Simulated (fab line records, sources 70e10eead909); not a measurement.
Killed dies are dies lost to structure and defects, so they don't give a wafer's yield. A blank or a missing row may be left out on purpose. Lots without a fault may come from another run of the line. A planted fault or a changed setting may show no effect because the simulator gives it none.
fab line records | flow nand_harc | part 1 of 2: steps 1 to 23 of 24
record lots=6 wafers=18 last_day=33
route steps=1302 shown A_M0@1166 A_M1@1169 END@1302
lots that met no fault: from a run of the same line without faults
start_h: hours from the record's first day to the start of the lot's first wafer shown | wait_h: hours since the lot's step before | " the same as in the row above | L1.1+2: a row that stands for several wafers | - no value, or no start given | * or withheld: withheld | < > ~ a bound
route shown NAME@n: a module of which the file shows steps, and the number in the route of the first | usual: mean/standard deviation of fault-free wafers | same: alike in all rows | chamber/n: place in a boat | sites: the reading at each site | _std_site: their standard deviation | _edge_site: outer sites' mean less inner sites' | radius_mm: how far each site lies from the wafer's centre | mask NAME#n: copy n | behind: the tool/chamber that last shaped the wafer | hold: why the lot was held/for how many hours/how that ended | device: the transistor (n, p or np) that didn't switch | end of line: the same wafers' tests at the end of the route | a step without rows: its recipe alone | killed: dies lost to structure and defects at the first sort, not the wafer's yield | map: a wafer's dies, x killed, . not, _ none there
set.NAME: the setting as run; set.NAME@STEP: as run at that earlier step | model.NAME: the simulator's own value behind a step, which no gauge read
lots at some steps of the route; a table a step, a row a wafer
services: from which hour (start_h, from the record's first day; less than 0 if before it) a tool's chamber was out of use, for how many hours, and why
## steps
# step NHARC_A_M0_INSPECT_27
# usual raw_defect_count=525/140
# columns lot.wafer tool chamber start_h wait_h raw_defect_count
L449.4 defect_inspect-01 - 599.69 0.0 658
L449.5 " - " " 616
L449.6 " - " " 393
L452.4 defect_inspect-01 - 620.33 0.0 712
L452.5 " - " " 660
L452.6 " - " " 800
L459.1 defect_inspect-02 - 706.14 0.0 811
L459.3 " - " " 902
L459.4 " - " " 670
L463.1 defect_inspect-02 - 718.83 0.0 648
L463.4 " - " " 547
L463.5 " - " " 629
L462.2 defect_inspect-01 - 728.16 0.0 535
L462.3 " - " " 544
L462.5 " - " " 571
L466.3 defect_inspect-01 - 757.12 0.0 731
L466.4 " - " " 758
L466.6 " - " " 793
# step NHARC_A_M0_PRE_CLEAN_31
# recipe time_s=12 temp_c=370 rf_power_w=300 gas=NH3
# usual heater_power_w=609/62 susceptor_temp_C=370.01/0.2
# columns lot.wafer tool chamber start_h wait_h heater_power_w susceptor_temp_C
L449.6 pecvd-04 2 599.79 0.1 541 370.13
L449.4 " 0 " " 520 370.02
L449.5 " 1 " " 584 369.86
L452.4 pecvd-03 1 620.44 0.1 504 370.32
L452.6 " 2 " " 587 369.74
L452.5 " 0 " " 716 369.71
L459.1 pecvd-03 0 706.21 0.1 701 369.92
L459.3 " 2 " " 574 370.20
L459.4 " 0 " " 699 370.11
L463.1 pecvd-04 2 718.92 0.1 643 370.31
L463.4 " 0 " " 602 370.16
L463.5 " 2 " " 647 370.24
L462.3 pecvd-03 2 728.24 0.1 592 369.86
L462.2 " 0 " " 679 370.05
L462.5 " 1 " " 540 369.63
L466.3 pecvd-01 0 757.21 0.1 688 370.22
L466.4 " 1 " " 666 370.08
L466.6 " 0 " " 672 370.01
# step NHARC_A_M0_DEP_32
# recipe target_thk_a=300 temp_c=370 target_thk_nm=30 pressure_torr=3 flow_sccm=200 rf_w=450 material=SiCN
# usual heater_power_w=557/63 susceptor_temp_C=370.02/0.21
# columns lot.wafer tool chamber start_h wait_h heater_power_w susceptor_temp_C
L449.6 pecvd-04 2 599.96 0.2 459 370.21
L449.4 " 0 " " 509 370.01
L449.5 " 1 " " 534 370.09
L452.4 pecvd-03 1 620.60 0.2 463 370.33
L452.6 " 2 " " 596 370.39
L452.5 " 0 " " 623 370.38
L459.1 pecvd-03 0 706.29 0.1 551 370.26
L459.3 " 2 " " 591 369.71
L459.4 " 0 " " 565 370.05
L463.1 pecvd-04 2 719.06 0.1 528 369.75
L463.4 " 0 " " 539 370.12
L463.5 " 2 " " 543 370.04
L462.3 pecvd-03 2 728.35 0.1 564 369.98
L462.2 " 0 " " 604 369.88
L462.5 " 1 " " 444 369.90
L466.3 pecvd-01 0 757.35 0.1 596 370.06
L466.4 " 1 " " 552 369.96
L466.6 " 0 " " 610 370.29
# step NHARC_A_M1_DEP_00
# recipe target_thk_a=1825 target_thk_nm=182.5 temp_c=withheld pressure_torr=5 flow_sccm=200 rf_w=600 material=SiOC
# step NHARC_A_M1_DEHYDRATE_01
# recipe temp_c=150 time_s=120
# step NHARC_A_M1_HMDS_02
# recipe time_s=30
# step NHARC_A_M1_COAT_34
# recipe temp_c=200 time_s=65
# step NHARC_A_M1_COAT_03
# recipe spin_rpm=1500 resist_thk_nm=90
# step NHARC_A_M1_SOFTBAKE_04
# recipe temp_c=105 time_s=55
# step NHARC_A_M1_EBR_05
# step NHARC_A_M1_EXPOSE_06
# recipe na=1.35 target_cd_nm=120 dose_mj=75.13 mask_id=A_M1
# step NHARC_A_M1_PEB_07
# recipe peb_temp_c=100 peb_time_s=65
# usual chill_plate_temp_C=23.01/0.11 heater_power_total_W=156.6/0.42 plate_temp_C=100.03/0.12 resist_line_temp_C=22.99/0.11
# same peb_time_s=65
# columns lot.wafer tool chamber start_h wait_h chill_plate_temp_C heater_power_total_W plate_temp_C resist_line_temp_C
L449.4 litho_track-01 0 600.88 0.0 23.10 156.7 99.95 23.06
L449.5 " 0 " " 23.11 156.0 100.09 22.96
L449.6 " 0 " " 23.10 156.9 100.13 23.12
L452.4 litho_track-04 0 621.73 0.0 22.99 156.5 100.10 22.83
L452.5 " 0 " " 22.89 156.7 100.04 22.94
L452.6 " 0 " " 23.10 156.1 100.11 23.17
L459.1 litho_track-01 0 707.46 0.1 22.83 161.9 102.56 22.98
L459.3 " 0 " " 22.92 161.9 102.53 23.04
L459.4 " 0 " " 23.08 161.9 102.70 23.12
L463.1 litho_track-06 0 720.02 0.1 23.19 156.7 99.95 23.11
L463.4 " 0 " " 23.09 156.7 99.89 22.99
L463.5 " 0 " " 22.96 156.0 100.03 23.05
L462.2 litho_track-01 0 729.47 0.1 22.96 162.3 102.84 23.01
L462.3 " 0 " " 22.95 162.8 102.65 22.90
L462.5 " 0 " " 22.98 162.8 102.88 23.14
L466.3 litho_track-06 0 758.31 0.0 22.96 157.1 100.10 23.16
L466.4 " 0 " " 22.92 156.8 99.94 23.00
L466.6 " 0 " " 22.93 156.8 100.13 23.10
# step NHARC_A_M1_DEVELOP_08
# recipe develop_time_s=35 dev_temp_c=23
# step NHARC_A_M1_CD_MEAS_09
# recipe target_cd_nm=120 landing_energy_ev=500
# usual cd_nm=120.0/0.59
# columns lot.wafer tool chamber start_h wait_h cd_nm
L449.4 cd_sem-03 0 600.96 - 120.2
L449.5 " 0 " " 118.3
L449.6 " 0 " " 119.2
L452.4 cd_sem-02 0 621.82 - 120.8
L452.5 " 0 " " 120.0
L452.6 " 0 " " 119.9
L459.1 cd_sem-01 0 707.53 - 129.7
L459.3 " 0 " " 128.8
L459.4 " 0 " " 129.0
L463.1 cd_sem-01 0 720.10 - 119.9
L463.4 " 0 " " 118.9
L463.5 " 0 " " 119.2
L462.2 cd_sem-01 0 729.55 - 127.3
L462.3 " 0 " " 127.9
L462.5 " 0 " " 126.7
L466.3 cd_sem-02 0 758.39 - 120.5
L466.4 " 0 " " 120.9
L466.6 " 0 " " 120.8
# step NHARC_A_M1_OVL_MEAS_10
# recipe pitch_nm=240
# usual overlay_x_nm=0.2/0.75 overlay_y_nm=-0.3/0.89
# columns lot.wafer tool chamber start_h wait_h overlay_x_nm overlay_y_nm
L449.4 overlay-02 - 601.04 - 0.4 -1.3
L449.5 " - " " 0.2 -1.0
L449.6 " - " " 0.1 -1.2
L452.4 overlay-01 - 621.90 - -0.1 -0.2
L452.5 " - " " 0.1 0.2
L452.6 " - " " 0.0 0.3
L459.1 overlay-02 - 707.62 - -0.4 -0.4
L459.3 " - " " -0.2 0.3
L459.4 " - " " 0.2 0.1
L463.1 overlay-01 - 720.19 - -0.2 -0.5
L463.4 " - " " -0.9 -0.5
L463.5 " - " " 0.1 -0.1
L462.2 overlay-01 - 729.64 - -0.5 0.5
L462.3 " - " " -0.5 0.2
L462.5 " - " " -0.8 0.5
L466.3 overlay-02 - 758.48 - 0.5 -0.9
L466.4 " - " " 0.8 -1.1
L466.6 " - " " 0.8 -0.3
# step NHARC_A_M1_INSPECT_11
# usual raw_defect_count=76/39
# columns lot.wafer tool chamber start_h wait_h raw_defect_count
L449.4 defect_inspect-02 - 601.08 0.0 36
L449.5 " - " " 42
L449.6 " - " " 24
L452.4 defect_inspect-02 - 621.94 0.0 149
L452.5 " - " " 122
L452.6 " - " " 128
L459.1 defect_inspect-02 - 707.66 0.0 154
L459.3 " - " " 156
L459.4 " - " " 157
L463.1 defect_inspect-01 - 720.22 0.0 116
L463.4 " - " " 119
L463.5 " - " " 126
L462.2 defect_inspect-01 - 729.68 0.0 47
L462.3 " - " " 36
L462.5 " - " " 42
L466.3 defect_inspect-01 - 758.51 0.0 56
L466.4 " - " " 76
L466.6 " - " " 93
# step NHARC_A_M1_DESCUM_14
# recipe time_s=3 o2_flow_sccm=200 ar_flow_sccm=0 bias_power_w=0 chemistry=O2
# usual drypump_motor_current_A=5.7/0.48 oes_product_au=0.997/0.0088 rf_vpp_V=57.6/0.86 showerhead_plenum_p_Torr=1.89/0.096 throttle_valve_pct=11.312/0.0087
# same bias_power_w=0
# columns lot.wafer tool chamber start_h wait_h drypump_motor_current_A oes_product_au rf_hours_counter_h rf_vpp_V showerhead_plenum_p_Torr throttle_valve_pct model.A_M1.cd_nm
L449.4 rie_diel-06 0 601.16 0.1 5.2 0.999 3.0 57.2 1.78 11.309 119.7
L449.5 " 2 " " 5.6 0.992 - 58.5 2.06 11.315 118.9
L449.6 " 3 " " 6.0 1.014 - 57.2 1.82 11.309 118.7
L452.4 rie_diel-06 0 622.02 0.1 5.2 0.985 3.9 58.4 1.78 11.318 120.6
L452.6 " 1 " " 6.5 0.997 - 57.3 1.91 11.298 119.9
L452.5 " 2 " " 5.6 0.987 - 58.5 2.06 11.312 120.5
L459.1 rie_diel-12 1 707.72 0.1 6.2 1.009 3.3 58.2 1.83 11.321 130
L459.3 " 3 " " 6.1 0.986 3.6 57.9 1.87 11.310 129.7
L459.4 " 0 " " 5.6 0.999 3.2 58.8 2.04 11.317 129.4
L463.1 rie_diel-03 1 720.28 0.1 5.3 1.000 3.6 57.0 1.79 11.315 119.7
L463.4 " 1 " " 5.3 1.006 - 58.0 1.79 11.317 119
L463.5 " 3 " " 6.1 1.003 - 57.2 1.84 11.315 118.9
L462.3 rie_diel-06 2 729.74 0.1 5.6 1.012 1.5 58.2 2.06 11.308 128.5
L462.2 " 1 " " 6.5 1.003 1.4 58.3 1.91 11.298 127.5
L462.5 " 3 " " 6.0 0.999 - 57.2 1.82 11.311 126.3
L466.4 rie_diel-03 2 758.59 0.1 5.9 0.991 5.2 57.8 1.77 11.322 120.7
L466.3 " 3 " " 6.0 1.002 5.4 57.3 1.84 11.307 119.6
L466.6 " 1 " " 5.3 1.003 - 58.0 1.79 11.318 120.5
# step NHARC_A_M1_ETCH_35
# recipe target_depth_a=400 overetch_a=120 time_s=43.94 ion_energy_ev=200 n2_flow_sccm=150 h2_flow_sccm=150 ar_flow_sccm=0 rf_w=400 bias_w=150 chemistry=N2/H2
# usual drypump_motor_current_A=5.7/0.48 n2_flow_sccm=150.0/0.41 oes_product_au=0.997/0.009 rf_vpp_V=429/3 showerhead_plenum_p_Torr=2.00/0.1 throttle_valve_pct=14.170/0.0085
# columns lot.wafer tool chamber start_h wait_h drypump_motor_current_A n2_flow_sccm oes_product_au rf_hours_counter_h rf_vpp_V showerhead_plenum_p_Torr throttle_valve_pct
L449.4 rie_diel-06 1 601.24 0.1 6.5 150.6 1.005 3.1 430 2.04 14.156
L449.5 " 3 " " 6.0 150.5 1.000 - 427 1.93 14.175
L449.6 " 0 " " 5.2 150.2 0.998 - 426 1.90 14.169
L452.4 rie_diel-06 1 622.08 0.1 6.5 150.0 0.995 3.8 429 2.04 14.172
L452.5 " 0 " " 5.2 150.5 0.996 - 426 1.90 14.161
L452.6 " 1 " " 6.5 150.2 0.989 - 432 2.04 14.169
L459.4 rie_diel-12 1 707.80 0.1 6.2 149.7 0.987 3.3 428 1.95 14.175
L459.3 " 3 " " 6.1 150.1 0.989 3.7 429 1.99 14.170
L459.1 " 0 " " 5.6 150.4 1.004 3.3 435 2.17 14.164
L463.1 rie_diel-03 1 720.39 0.1 5.3 149.5 1.009 3.6 426 1.90 14.176
L463.4 " 1 " " 5.3 149.6 1.008 - 425 1.90 14.183
L463.5 " 2 " " 5.9 149.4 1.001 - 426 1.88 14.185
L462.3 rie_diel-06 0 729.82 0.1 5.2 150.6 1.003 1.4 426 1.90 14.183
L462.2 " 1 " " 6.4 149.4 0.988 1.4 429 2.04 14.159
L462.5 " 0 " " 5.2 150.5 0.999 - 426 1.90 14.172
L466.3 rie_diel-03 3 758.67 0.1 6.0 150.6 1.003 5.4 427 1.96 14.183
L466.4 " 0 " " 5.5 149.8 0.995 5.2 430 2.02 14.167
L466.6 " 1 " " 5.3 149.8 1.000 - 428 1.90 14.168
# step NHARC_A_M1_ETCH_15
# recipe target_depth_a=1825 time_s=91.2 c4f8_flow_sccm=withheld ar_flow_sccm=400 rf_w=600 bias_w=300 chemistry=C4F8/Ar
# usual oes_product_au=0.947/0.022 rf_vpp_V=439.9/2.9
# columns lot.wafer tool chamber start_h wait_h oes_product_au rf_hours_counter_h rf_vpp_V
L449.4 rie_diel-06 0 - - 0.959 3.0 436.8
L449.6 " 3 " " 0.961 - 438.5
L449.5 " 0 " " 0.947 - 436.7
L452.4 rie_diel-06 3 - - 0.956 4.3 438.2
L452.6 " 1 " " 0.950 - 440.4
L452.5 " 2 " " 0.942 - 444.6
L459.3 rie_diel-12 1 - - 0.919 3.3 438.0
L459.1 " 3 " " 0.905 3.7 439.5
L459.4 " 0 " " 0.932 3.3 445.4
L463.1 rie_diel-03 3 - - 0.945 3.8 439.5
L463.4 " 2 " " 0.941 - 435.3
L463.5 " 3 " " 0.937 - 439.3
L462.2 rie_diel-06 1 - - 0.959 1.5 440.5
L462.3 " 2 " " 0.968 1.5 444.9
L462.5 " 2 " " 0.963 - 444.6
L466.4 rie_diel-03 0 - - 0.957 5.2 440.2
L466.3 " 1 " " 0.965 5.1 437.2
L466.6 " 0 " " 0.949 - 438.9
# step NHARC_A_M1_CD_MEAS_16
# usual cd_nm=119.8/0.77
# columns lot.wafer tool chamber start_h wait_h cd_nm
L449.4 cd_sem-02 - 601.45 - 119.2
L449.5 " - " " 118.5
L449.6 " - " " 119.1
L452.4 cd_sem-01 - 622.31 - 120.0
L452.5 " - " " 120.6
L452.6 " - " " 119.7
L459.1 cd_sem-03 - 708.02 - 129.9
L459.3 " - " " 129.5
L459.4 " - " " 129.5
L463.1 cd_sem-03 - 720.63 - 119.3
L463.4 " - " " 119.2
L463.5 " - " " 118.4
L462.2 cd_sem-03 - 730.05 - 127.2
L462.3 " - " " 128.6
L462.5 " - " " 126.1
L466.3 cd_sem-01 - 758.88 - 119.3
L466.4 " - " " 120.3
L466.6 " - " " 120.7
# step NHARC_A_M1_STRIP_18
# recipe power_w=1000 n2_flow_sccm=150 h2_flow_sccm=150 ar_flow_sccm=0 bias_w=0 chemistry=N2/H2
# usual drypump_motor_current_A=5.7/0.41 n2_flow_sccm=150.0/0.48 oes_product_au=0.996/0.0081 rf_vpp_V=90.3/1.1 showerhead_plenum_p_Torr=1.98/0.097 throttle_valve_pct=14.173/0.0084
# columns lot.wafer tool chamber start_h wait_h drypump_motor_current_A n2_flow_sccm oes_product_au rf_hours_counter_h rf_vpp_V showerhead_plenum_p_Torr throttle_valve_pct
L449.4 rie_diel-03 3 601.57 0.1 6.1 151.2 1.005 5.8 88.6 1.96 14.172
L449.5 " 1 " " 5.3 150.2 0.996 - 88.6 1.90 14.176
L449.6 " 2 " " 5.9 149.9 1.004 - 89.8 1.88 14.176
L452.4 rie_diel-03 2 622.43 0.1 5.9 149.4 0.988 7.5 90.4 1.88 14.177
L452.6 " 0 " " 5.5 149.3 0.988 - 91.0 2.02 14.186
L452.5 " 1 " " 5.3 150.1 0.994 - 89.3 1.90 14.169
L459.1 rie_diel-03 2 708.10 0.1 5.9 150.4 0.997 2.8 90.1 1.88 14.162
L459.4 " 3 " " 6.0 150.1 0.993 3.0 89.7 1.96 14.172
L459.3 " 1 " " 5.3 150.0 0.994 2.9 91.1 1.90 14.179
L463.1 rie_diel-06 2 720.71 0.1 5.6 150.4 1.005 1.2 91.0 2.20 14.181
L463.4 " 1 " " 6.5 150.5 0.994 1.2 91.5 2.03 14.176
L463.5 " 3 " " 6.0 150.1 0.995 - 88.9 1.93 14.180
L462.2 rie_diel-03 1 730.12 0.1 5.3 149.2 1.000 3.9 89.3 1.90 14.170
L462.3 " 0 " " 5.6 149.2 0.990 4.0 90.2 2.02 14.163
L462.5 " 2 " " 5.9 150.1 1.005 - 89.3 1.88 14.175
L466.4 rie_diel-06 2 758.98 0.1 5.5 150.4 0.988 2.2 93.2 2.20 14.175
L466.3 " 0 " " 5.2 150.6 1.010 2.4 88.9 1.90 14.168
L466.6 " 1 " " 6.5 149.7 0.983 - 89.9 2.03 14.170
# step NHARC_A_M1_ETCH_28
# recipe target_depth_a=300 over_etch_frac=0.3 time_s=72.99 ion_energy_ev=150 cf4_flow_sccm=50 n2_flow_sccm=100 ar_flow_sccm=150 rf_w=300 bias_w=100 chemistry=CF4/N2
# usual cf4_flow_sccm=49.99/0.13 drypump_motor_current_A=5.7/0.41 n2_flow_sccm=100.0/0.32 oes_product_au=0.996/0.0085 rf_vpp_V=313.0/2.2 showerhead_plenum_p_Torr=2.56/0.12 throttle_valve_pct=19.795/0.0092
# columns lot.wafer tool chamber start_h wait_h cf4_flow_sccm drypump_motor_current_A n2_flow_sccm oes_product_au rf_hours_counter_h rf_vpp_V showerhead_plenum_p_Torr throttle_valve_pct model.A_M1.cd_nm
L449.4 rie_diel-03 0 - - 49.92 5.6 100.1 0.999 5.3 312.5 2.60 19.800 118.9
L449.5 " 0 " " 49.84 5.5 100.3 0.993 - 313.0 2.60 19.779 119.2
L449.6 " 1 " " 49.91 5.3 100.0 0.989 - 311.0 2.46 19.782 119
L452.4 rie_diel-03 3 - - 50.01 6.0 99.7 0.989 7.8 312.9 2.53 19.791 119.7
L452.5 " 0 " " 49.94 5.5 100.2 0.994 - 313.1 2.60 19.806 120.1
L452.6 " 1 " " 50.16 5.3 99.5 0.987 - 311.0 2.46 19.805 118.9
L459.3 rie_diel-03 0 - - 49.96 5.5 100.1 0.995 3.1 312.8 2.60 19.801 129.8
L459.1 " 1 " " 49.88 5.3 99.6 1.000 3.0 310.0 2.46 19.778 130.5
L459.4 " 2 " " 49.87 5.9 100.0 1.009 2.8 311.6 2.44 19.796 129
L463.1 rie_diel-06 1 - - 49.94 6.5 100.7 0.987 1.3 313.8 2.62 19.789 119.4
L463.4 " 2 " " 49.80 5.5 100.4 1.002 1.3 317.2 2.82 19.784 119
L463.5 " 1 " " 49.95 6.5 100.1 0.994 - 314.4 2.62 19.798 119.1
L462.2 rie_diel-03 0 - - 50.04 5.5 100.2 0.997 4.0 314.3 2.60 19.801 127.4
L462.3 " 1 " " 50.04 5.3 99.8 0.991 3.9 311.9 2.46 19.803 128.3
L462.5 " 3 " " 50.19 6.0 100.0 0.994 - 312.1 2.53 19.797 126.3
L466.3 rie_diel-06 1 - - 49.90 6.5 100.1 0.986 2.3 315.0 2.62 19.795 119.7
L466.4 " 3 " " 50.09 6.0 100.1 0.973 2.3 311.9 2.50 19.794 120.6
L466.6 " 1 " " 49.84 6.5 100.0 0.984 - 316.1 2.62 19.794 120.6
# step NHARC_A_M1_STRIP_19
# recipe time_s=600 temp_c=30 chemistry=post_etch_residue_remover
## key
first_sign step=NHARC_A_M1_PEB_07 reading=plate_temp_C direction=up sigmas=22 usual=* struck=*
effect step=NHARC_A_M1_PEB_07 reading=heater_power_total_W direction=up sigmas=13 usual=* struck=*
effect step=NHARC_A_M1_CD_MEAS_09 reading=cd_nm direction=up sigmas=14 usual=120.0 struck=128.2 through=control_loop
effect step=NHARC_A_M1_CD_MEAS_16 reading=cd_nm direction=up sigmas=11 usual=119.8 struck=128.5 through=control_loop
model_effect step=NHARC_A_M1_DESCUM_14 value=A_M1.cd_nm without=120.1 struck=128.6
model_effect step=NHARC_A_M1_ETCH_28 value=A_M1.cd_nm without=120.1 struck=128.6
met_at NHARC_A_M1_PEB_07
struck_wafers L459.1,L459.3,L459.4,L462.2,L462.3,L462.5
loop_trim step=NHARC_A_M1_EXPOSE_06 setting=dose lots=L462
onset_between 600.88 707.46
fault kind=process_parameter_drift tool=litho_track-01 chamber=- onset_h=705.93 steps=NHARC_A_M1_PEB_07 channel=peb_temp_c offset=* shape=step end_h=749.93 acts_in=* stated=*
# loop_trim: a control loop set the setting to another value than it would have without faults
